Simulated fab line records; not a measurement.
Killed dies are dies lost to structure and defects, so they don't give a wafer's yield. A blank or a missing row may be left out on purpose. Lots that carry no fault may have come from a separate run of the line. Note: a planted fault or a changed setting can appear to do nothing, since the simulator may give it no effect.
fab line records	flow n5Finfet
record: lots: 7	wafers: 39
route steps=1938 shown BEOL_M7@1299 BEOL_M11@1578
startH: hours from the record's opening day to when the first of the lot's shown wafers began	waitH: how many hours have passed since the lot's step before this one	" unchanged from the row above	L1.1+2: several wafers, shown together as one row	- either no value or no given start	* or withheld: withheld	< > ~ a bound
route shown NAME@n: NAME is a module with steps in the file, n the number in the route of the first one	usual: mean and standard deviation over wafers with no fault	same: alike in all rows	chamber/n: place in a boat	sites: readings site by site	_std_site: their standard deviation	_edge_site: inner sites' mean taken away from outer sites' mean	radiusMm: how far each site lies from the wafer's centre	mask NAME#n: copy n	behind: the last tool/chamber to shape the wafer	hold: cause of the lot's hold/its duration in hours/its outcome	device: names the non-switching transistor (n, p or np)	end of line: at the end of the route, the tests of the same wafers	a step without rows: its recipe alone	killed: dies lost to structure and defects at the first sort, not the wafer's yield	map: the dies of a wafer, with x for killed, . for not killed, _ for no die there
set.NAME: setting as actually run; set.NAME@STEP: the setting as run at that earlier step	model.NAME: the simulator's own value behind a step, which no gauge read
lots run with intentionally changed settings; tables by step, rows by wafer
== steps ==
step: N5_BEOL_M7_DESCUM_33
recipe: chemistry: O2	timeS: 7	sourcePowerW: 50	biasPowerW: 20	pressureMtorr: 20	rfFrequencyHz: 2.712e+07	tempC: 40	resist: CAR-EUV	o2FlowSccm: 225
lot.wafer	tool	chamber	startH	waitH	set.timeS	model.CAR-EUV_of_BEOL_M7_COAT_22.thkNm
L074.1	rieDiel-06	1	235.00	0.1	7	25.8
L074.2+3	"	2,3	"	"	7	26
L074.4+5+6	"	0,1,2	"	"	2.853	28
L079.1+3	rieDiel-06	2,1	275.68	0.0	7	26.2
L079.2+5	"	0,2	"	"	10.6	24.4
L079.4	"	1	"	"	7	26
L079.6	"	0	"	"	10.6	24.2
L081.1+2+3+4+5+6	rieDiel-02	1,2,0,3,0,1	297.76	0.0	7	26
L082.1+5	rieDiel-02	2	303.00	0.0	7	26.2
L082.2+3+4	"	3,1,0	"	"	8.619	25.4
L082.6	"	3	"	"	7	26
L083.2+3+4	rieDiel-02	1,3,2	306.89	0.1	7	26
L093.1+2+4	rieDiel-02	0,1,2	368.79	0.0	4.722	27.2
L093.3+6	"	3,2	"	"	7	26
L093.5	"	3	"	"	7	26.2
L095.1+2+3+4+5	rieDiel-05	0,2,3,1,1	371.20	0.0	7	26
L095.6	"	2	"	"	7	25.8
step: N5_BEOL_M7_ETCH_72
recipe: chemistry: N2/H2	target: underlayer	targetDepthA: 65	maskMaterial: CAR-EUV	timeS: 5.2	ionEnergyEv: 200	pressureMtorr: 30	sourceW: 840	biasW: 150	n2FlowSccm: 200	h2FlowSccm: 200	ends: cleared
lot.wafer	tool	chamber	startH	waitH	set.timeS@BEOL_M7_DESCUM_33	model.CAR-EUV_of_BEOL_M7_COAT_22.thkNm
L074.1+2	rieDiel-06	1,2	235.03	0.0	7	20.2
L074.3	"	3	"	"	7	20.4
L074.4	"	0	"	"	2.853	22.4
L074.5+6	"	1,2	"	"	2.853	22.2
L079.1+3	rieDiel-06	2,1	275.72	0.0	7	20.4
L079.2+5	"	0,2	"	"	10.6	18.8
L079.4	"	1	"	"	7	20.2
L079.6	"	0	"	"	10.6	18.6
L081.1+3+5+6	rieDiel-02	1,0,0,1	297.80	0.0	7	20.2
L081.2+4	"	2,3	"	"	7	20.4
L082.1+6	rieDiel-02	2,3	303.03	0.0	7	20.4
L082.2+4	"	3,0	"	"	8.619	19.6
L082.3	"	1	"	"	8.619	19.8
L082.5	"	2	"	"	7	20.6
L083.2+4	rieDiel-02	1,2	306.93	0.0	7	20.4
L083.3	"	3	"	"	7	20.2
L093.1	rieDiel-02	0	368.83	0.0	4.722	21.4
L093.2+4	"	1,2	"	"	4.722	21.6
L093.3+5+6	"	3,3,2	"	"	7	20.4
L095.1+2+3+4+6	rieDiel-05	0,2,3,1,2	371.23	0.0	7	20.2
L095.5	"	1	"	"	7	20.4
step: N5_BEOL_M7_ETCH_65
recipe: chemistry: CF4	target: SiARC	targetDepthA: 156	maskMaterial: CAR-EUV	timeS: 26	ionEnergyEv: 80	pressureMtorr: 40	sourceW: 545	biasW: 36	Ar_flow_sccm: 100	cf4FlowSccm: 100	ends: cleared
lot.wafer	tool	chamber	startH	waitH	set.timeS@BEOL_M7_DESCUM_33	model.CAR-EUV_of_BEOL_M7_COAT_22.thkNm
L074.1+2	rieDiel-06	1,2	235.05	0.0	7	11
L074.3	"	3	"	"	7	11.2
L074.4	"	0	"	"	2.853	13.2
L074.5+6	"	1,2	"	"	2.853	13
L079.1+3	rieDiel-06	2,1	275.73	0.0	7	11.2
L079.2+6	"	0	"	"	10.6	9.4
L079.4	"	1	"	"	7	11
L079.5	"	2	"	"	10.6	9.6
L081.1+3+5+6	rieDiel-02	1,0,0,1	297.82	0.0	7	11
L081.2+4	"	2,3	"	"	7	11.2
L082.1	rieDiel-02	2	303.05	0.0	7	11.2
L082.2+3+4	"	3,1,0	"	"	8.619	10.4
L082.5	"	2	"	"	7	11.4
L082.6	"	3	"	"	7	11
L083.2+4	rieDiel-02	1,2	306.95	0.0	7	11.2
L083.3	"	3	"	"	7	11
L093.1	rieDiel-02	0	368.84	0.0	4.722	12.2
L093.2+4	"	1,2	"	"	4.722	12.4
L093.3+5+6	"	3,3,2	"	"	7	11.2
L095.1+2+3+4	rieDiel-05	0,2,3,1	371.25	0.0	7	11
L095.5	"	1	"	"	7	11.2
L095.6	"	2	"	"	7	10.8
step: N5_BEOL_M11_TRENCH_ETCH_37
recipe: chemistry: C4F6/O2	targetDepthA: 1488.3	target: SiCOH_lowk	timeS: 48	ionEnergyEv: 250	pressureMtorr: 30	sourceW: 345	biasW: 185	Ar_flow_sccm: 300	C4F6_flow_sccm: 10	O2_flow_sccm: 10
lot.wafer	tool	chamber	startH	waitH	set.targetDepthA	model.BEOL_M11.featureDepthNm	model.etch.depthNm	model.TiN_of_BEOL_M11_HM_DEP_02.thkNm
L074.1	rieDiel-06	1	-	-	1488.3	150.6	150.6	15.4
L074.2	"	2	"	"	1488.3	147.2	147.3	15.6
L074.3	"	0	"	"	1488.3	149	148.9	15.8
L074.4	"	2	"	"	1488.3	146.4	146.4	15.6
L074.5	"	1	"	"	1488.3	150.2	150.1	15.6
L074.6	"	0	"	"	1488.3	148.2	148.3	15.4
L079.1	rieDiel-02	1	-	-	1488.3	149.6	149.5	16
L079.2	"	0	"	"	1488.3	151.8	151.8	15.6
L079.3	"	2	"	"	1488.3	150.6	150.5	15.8
L079.4	"	3	"	"	1488.3	148.8	148.8	16
L079.5	"	2	"	"	1488.3	150	150	16
L079.6	"	3	"	"	1488.3	150.2	150.1	16
L081.1	rieDiel-06	2	-	-	1488.3	146.4	146.5	15.4
L081.2	"	3	"	"	1488.3	146.2	146.1	15.8
L081.3	"	1	"	"	1488.3	148.2	148.2	16
L081.4	"	0	"	"	2058	206.6	206.6	14.2
L081.5	"	2	"	"	2058	201.4	201.5	14.2
L081.6	"	1	"	"	2058	202.8	202.7	14
L082.1	rieDiel-06	3	-	-	988.2	96.2	96.15	17.4
L082.2	"	1	"	"	1488.3	149.2	149.2	15.6
L082.3	"	0	"	"	1488.3	150.2	150.2	16
L082.4	"	1	"	"	988.2	99.4	99.5	17.2
L082.5	"	3	"	"	1488.3	145.6	145.6	15.6
L082.6	"	0	"	"	988.2	100.2	100.2	17.4
L083.2	rieDiel-06	3	-	-	1488.3	145.2	145.2	15.8
L083.3	"	0	"	"	1488.3	150.2	150.2	15.8
L083.4	"	3	"	"	1488.3	144.8	144.8	15.6
L093.1	rieDiel-05	0	-	-	2293	233.8	233.8	13.8
L093.2	"	3	"	"	1488.3	153.8	153.9	16
L093.3	"	1	"	"	2293	227.4	227.5	14
L093.4	"	2	"	"	2293	231.8	231.8	14.2
L093.5	"	1	"	"	1488.3	149.4	149.3	16
L093.6	"	0	"	"	1488.3	152.4	152.3	15.8
L095.1	rieDiel-06	3	-	-	1899	192.6	192.6	14.4
L095.2	"	1	"	"	1899	191.8	191.7	14
L095.3	"	0	"	"	1899	189.6	189.6	14.4
L095.4	"	2	"	"	1488.3	146.8	146.7	15.6
L095.5	"	2	"	"	1488.3	147.6	147.5	15.6
L095.6	"	3	"	"	1488.3	150.2	150.1	15.6
step: N5_BEOL_M11_ETCH_41
recipe: chemistry: CH3F/O2	target: SiCN	targetDepthA: 426	taperDeg: 2	timeS: 86	ionEnergyEv: 120	maskMaterial: TiN	pressureMtorr: 30	sourceW: 395	biasW: 75	Ar_flow_sccm: 150	CH3F_flow_sccm: 30	O2_flow_sccm: 20
step: N5_BEOL_M11_STRIP_77
recipe: chemistry: N2/H2	timeS: 10	powerW: 450	tempC: 40	pressureMtorr: 20	rfFrequencyHz: 6e+07	biasPowerW: 7	n2FlowSccm: 200	h2FlowSccm: 200
step: N5_BEOL_M11_OCD_MEAS_38
usual: trenchDepthNm: 149.2/2.1
lot.wafer	tool	chamber	startH	waitH	set.targetDepthA@BEOL_M11_TRENCH_ETCH_37	trenchDepthNm
L074.1	ocd-02	-	271.78	-	1488.3	151.0
L074.2	"	-	"	"	1488.3	146.9
L074.3	"	-	"	"	1488.3	148.9
L074.4	"	-	"	"	1488.3	146.3
L074.5	"	-	"	"	1488.3	150.1
L074.6	"	-	"	"	1488.3	148.6
L079.1	ocd-02	-	309.67	-	1488.3	149.8
L079.2	"	-	"	"	1488.3	151.8
L079.3	"	-	"	"	1488.3	150.5
L079.4	"	-	"	"	1488.3	148.4
L079.5	"	-	"	"	1488.3	150.1
L079.6	"	-	"	"	1488.3	149.9
L081.1	ocd-02	-	330.61	-	1488.3	146.5
L081.2	"	-	"	"	1488.3	146.3
L081.3	"	-	"	"	1488.3	148.7
L081.4	"	-	"	"	2058	206.7
L081.5	"	-	"	"	2058	201.7
L081.6	"	-	"	"	2058	202.9
L082.1	ocd-01	-	337.41	-	988.2	96.2
L082.2	"	-	"	"	1488.3	149.3
L082.3	"	-	"	"	1488.3	150.1
L082.4	"	-	"	"	988.2	99.3
L082.5	"	-	"	"	1488.3	145.6
L082.6	"	-	"	"	988.2	99.7
L083.2	ocd-02	-	342.73	-	1488.3	145.4
L083.3	"	-	"	"	1488.3	149.9
L083.4	"	-	"	"	1488.3	145.1
L093.1	ocd-01	-	404.20	-	2293	233.4
L093.2	"	-	"	"	1488.3	154.0
L093.3	"	-	"	"	2293	227.9
L093.4	"	-	"	"	2293	231.5
L093.5	"	-	"	"	1488.3	149.3
L093.6	"	-	"	"	1488.3	152.3
L095.1	ocd-02	-	411.55	-	1899	192.6
L095.2	"	-	"	"	1899	192.0
L095.3	"	-	"	"	1899	189.6
L095.4	"	-	"	"	1488.3	146.8
L095.5	"	-	"	"	1488.3	147.5
L095.6	"	-	"	"	1488.3	150.3
step: N5_BEOL_M11_HM_STRIP_39
recipe: chemistry: peroxideTinStrip	material: TiN	targetDepthA: 250	tempC: 50	timeS: 158
step: N5_BEOL_M11_SRD_40
recipe: timeS: 30	tempC: 23	rinseLiquid: diw	dry: ipaMarangoni
step: N5_BEOL_M11_ECD_50
recipe: material: Cu	targetThkA: 3180
step: N5_BEOL_M11_ANNEAL_51
recipe: tempC: 225	timeS: 90	ambient: N2
step: N5_BEOL_M11_CMP_52
recipe: stopOn: SiCOH_lowk	tOverpolishS: 7	downForcePsi: 1	platenRpm: 50	clearingPlatenDownForcePsi: 1.5	clearingPlatenRpm: 50	postCmpClean: cuAlkaline	targetThkNm: 140	clearingPlatenPadVelocityMS: 0.99484	padVelocityMS: 0.99484
lot.wafer	tool	chamber	startH	waitH	set.targetDepthA@BEOL_M11_TRENCH_ETCH_37	model.Cu_of_BEOL_M11_ECD_50.thkNm
L074.2	cmp-01	1	274.78	0.4	1488.3	138.8
L074.3	"	2	"	"	1488.3	141.4
L074.1	"	3	"	"	1488.3	143.4
L074.4	"	0	"	"	1488.3	137.8
L074.6	"	1	"	"	1488.3	139.4
L074.5	"	2	"	"	1488.3	141
L079.4	cmp-04	0	312.57	0.1	1488.3	139.8
L079.1	"	1	"	"	1488.3	139.2
L079.2	"	2	"	"	1488.3	142
L079.3+6	"	3,0	"	"	1488.3	141.2
L079.5	"	1	"	"	1488.3	138.2
L081.2	cmp-01	3	333.28	0.2	1488.3	137.4
L081.1	"	0	"	"	1488.3	138.2
L081.3	"	1	"	"	1488.3	137.8
L081.4	"	2	"	"	2058	195.8
L081.5+6	"	3,0	"	"	2058	193.4
L082.2	cmp-01	1	339.64	0.2	1488.3	139.4
L082.3	"	2	"	"	1488.3	140.6
L082.1	"	3	"	"	988.2	87.8
L082.4	"	0	"	"	988.2	90
L082.5	"	1	"	"	1488.3	136
L082.6	"	2	"	"	988.2	89.6
L083.2	cmp-01	0	344.84	0.2	1488.3	136.8
L083.4	"	1	"	"	1488.3	135.2
L083.3	"	3	"	"	1488.3	142
L093.1	cmp-04	2	406.14	0.3	2293	225
L093.3	"	3	"	"	2293	219
L093.4	"	0	"	"	2293	223.4
L093.2	"	1	"	"	1488.3	144
L093.5	"	2	"	"	1488.3	139.4
L093.6	"	3	"	"	1488.3	143.8
L095.1	cmp-03	0	413.27	0.3	1899	186.2
L095.4	"	1	"	"	1488.3	140.2
L095.3	"	2	"	"	1899	182.4
L095.2	"	3	"	"	1899	183.2
L095.5	"	0	"	"	1488.3	141.6
L095.6	"	1	"	"	1488.3	142.2
step: N5_BEOL_M11_THK_MEAS_53
recipe: thkMeasGauge: xrf	reads: Cu_of_BEOL_M11_ECD_50
usual: M11_THK: 140.1/2.5
lot.wafer	tool	chamber	startH	waitH	set.targetDepthA@BEOL_M11_TRENCH_ETCH_37	M11_THK[nm]
L074.1	filmMetro-02	-	275.07	-	1488.3	143.7
L074.2	"	-	"	"	1488.3	138.9
L074.3	"	-	"	"	1488.3	141.3
L074.4	"	-	"	"	1488.3	138.2
L074.5	"	-	"	"	1488.3	140.6
L074.6	"	-	"	"	1488.3	139.6
L079.1	filmMetro-02	-	312.87	-	1488.3	139.0
L079.2	"	-	"	"	1488.3	141.1
L079.3	"	-	"	"	1488.3	140.7
L079.4	"	-	"	"	1488.3	139.1
L079.5	"	-	"	"	1488.3	137.5
L079.6	"	-	"	"	1488.3	141.1
L081.1	filmMetro-02	-	333.58	-	1488.3	137.2
L081.2	"	-	"	"	1488.3	136.4
L081.3	"	-	"	"	1488.3	136.8
L081.4	"	-	"	"	2058	194.1
L081.5	"	-	"	"	2058	191.5
L081.6	"	-	"	"	2058	192.4
L082.1	filmMetro-01	-	339.94	-	988.2	87.8
L082.2	"	-	"	"	1488.3	140.1
L082.3	"	-	"	"	1488.3	140.4
L082.4	"	-	"	"	988.2	89.9
L082.5	"	-	"	"	1488.3	136.0
L082.6	"	-	"	"	988.2	89.6
L083.2	filmMetro-02	-	345.14	-	1488.3	136.3
L083.3	"	-	"	"	1488.3	141.3
L083.4	"	-	"	"	1488.3	134.8
L093.1	filmMetro-01	-	406.43	-	2293	227.5
L093.2	"	-	"	"	1488.3	145.2
L093.3	"	-	"	"	2293	221.3
L093.4	"	-	"	"	2293	224.5
L093.5	"	-	"	"	1488.3	140.3
L093.6	"	-	"	"	1488.3	145.1
L095.1	filmMetro-02	-	413.56	-	1899	186.7
L095.2	"	-	"	"	1899	182.7
L095.3	"	-	"	"	1899	182.6
L095.4	"	-	"	"	1488.3	140.5
L095.5	"	-	"	"	1488.3	141.5
L095.6	"	-	"	"	1488.3	142.2
step: N5_BEOL_M11_PRE_CLEAN_55
recipe: gas: NH3	timeS: 15	tempC: withheld	rfPowerW: 300
step: N5_BEOL_M11_DEP_56
recipe: material: SiCN	targetThkA: 300	tempC: withheld	precursor: 3MS/NH3	pressureTorr: 3	rfW: 675	timeS: 10.5
step: N5_BEOL_M11_RS_MEAS_57
recipe: thkMeasGauge: four-point-probe	reads: Cu_of_BEOL_M11_ECD_50+Co_of_BEOL_M11_CVD_75+TaN_of_BEOL_M11_ALD_74
usual: M11_RS: 0.1505/0.0027
lot.wafer	tool	chamber	startH	waitH	set.targetDepthA@BEOL_M11_TRENCH_ETCH_37	M11_RS[ohm/sq]
L074.1	filmMetro-02	-	275.20	0.0	1488.3	0.1466
L074.2	"	-	"	"	1488.3	0.1519
L074.3	"	-	"	"	1488.3	0.1489
L074.4	"	-	"	"	1488.3	0.1536
L074.5	"	-	"	"	1488.3	0.1493
L074.6	"	-	"	"	1488.3	0.1511
L079.1	filmMetro-02	-	312.99	0.0	1488.3	0.1518
L079.2	"	-	"	"	1488.3	0.1487
L079.3	"	-	"	"	1488.3	0.1488
L079.4	"	-	"	"	1488.3	0.1507
L079.5	"	-	"	"	1488.3	0.1529
L079.6	"	-	"	"	1488.3	0.1496
L081.1	filmMetro-02	-	333.70	0.0	1488.3	0.1524
L081.2	"	-	"	"	1488.3	0.1538
L081.3	"	-	"	"	1488.3	0.1533
L081.4	"	-	"	"	2058	0.1045
L081.5	"	-	"	"	2058	0.1059
L081.6	"	-	"	"	2058	0.1058
L082.1	filmMetro-01	-	340.06	0.0	988.2	0.2549
L082.2	"	-	"	"	1488.3	0.1512
L082.3	"	-	"	"	1488.3	0.1500
L082.4	"	-	"	"	988.2	0.2482
L082.5	"	-	"	"	1488.3	0.1558
L082.6	"	-	"	"	988.2	0.2489
L083.2	filmMetro-01	-	345.26	0.0	1488.3	0.1551
L083.3	"	-	"	"	1488.3	0.1481
L083.4	"	-	"	"	1488.3	0.1564
L093.1	filmMetro-01	-	406.58	0.1	2293	0.0901
L093.2	"	-	"	"	1488.3	0.1460
L093.3	"	-	"	"	2293	0.0928
L093.4	"	-	"	"	2293	0.0909
L093.5	"	-	"	"	1488.3	0.1515
L093.6	"	-	"	"	1488.3	0.1461
L095.1	filmMetro-02	-	413.69	0.0	1899	0.1105
L095.2	"	-	"	"	1899	0.1120
L095.3	"	-	"	"	1899	0.1126
L095.4	"	-	"	"	1488.3	0.1500
L095.5	"	-	"	"	1488.3	0.1488
L095.6	"	-	"	"	1488.3	0.1482
== key ==
split: step: N5_BEOL_M7_DESCUM_33	setting: timeS	stated: 7	by: wafer
response: step: N5_BEOL_M7_DESCUM_33	reading: model.CAR-EUV_of_BEOL_M7_COAT_22.thkNm	change: -0.0347	per: 1%	r: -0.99
response: step: N5_BEOL_M7_ETCH_72	reading: model.CAR-EUV_of_BEOL_M7_COAT_22.thkNm	change: -0.0331	per: 1%	r: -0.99
response: step: N5_BEOL_M7_ETCH_65	reading: model.CAR-EUV_of_BEOL_M7_COAT_22.thkNm	change: -0.0335	per: 1%	r: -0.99
split: step: N5_BEOL_M11_TRENCH_ETCH_37	setting: targetDepthA	stated: 1488.3	by: wafer
response: step: N5_BEOL_M11_TRENCH_ETCH_37	reading: model.BEOL_M11.featureDepthNm	change: +1.48	per: 1%	r: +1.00
response: step: N5_BEOL_M11_TRENCH_ETCH_37	reading: model.etch.depthNm	change: +1.48	per: 1%	r: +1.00
response: step: N5_BEOL_M11_TRENCH_ETCH_37	reading: model.TiN_of_BEOL_M11_HM_DEP_02.thkNm	change: -0.0408	per: 1%	r: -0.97
response: step: N5_BEOL_M11_OCD_MEAS_38	reading: trenchDepthNm	change: +1.48	per: 1%	r: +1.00
response: step: N5_BEOL_M11_CMP_52	reading: model.Cu_of_BEOL_M11_ECD_50.thkNm	change: +1.49	per: 1%	r: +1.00
response: step: N5_BEOL_M11_THK_MEAS_53	reading: M11_THK	change: +1.49	per: 1%	r: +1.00
response: step: N5_BEOL_M11_RS_MEAS_57	reading: M11_RS	shape: bent	atLowest: 0.2507	atStated: 0.1508	atHighest: 0.0913
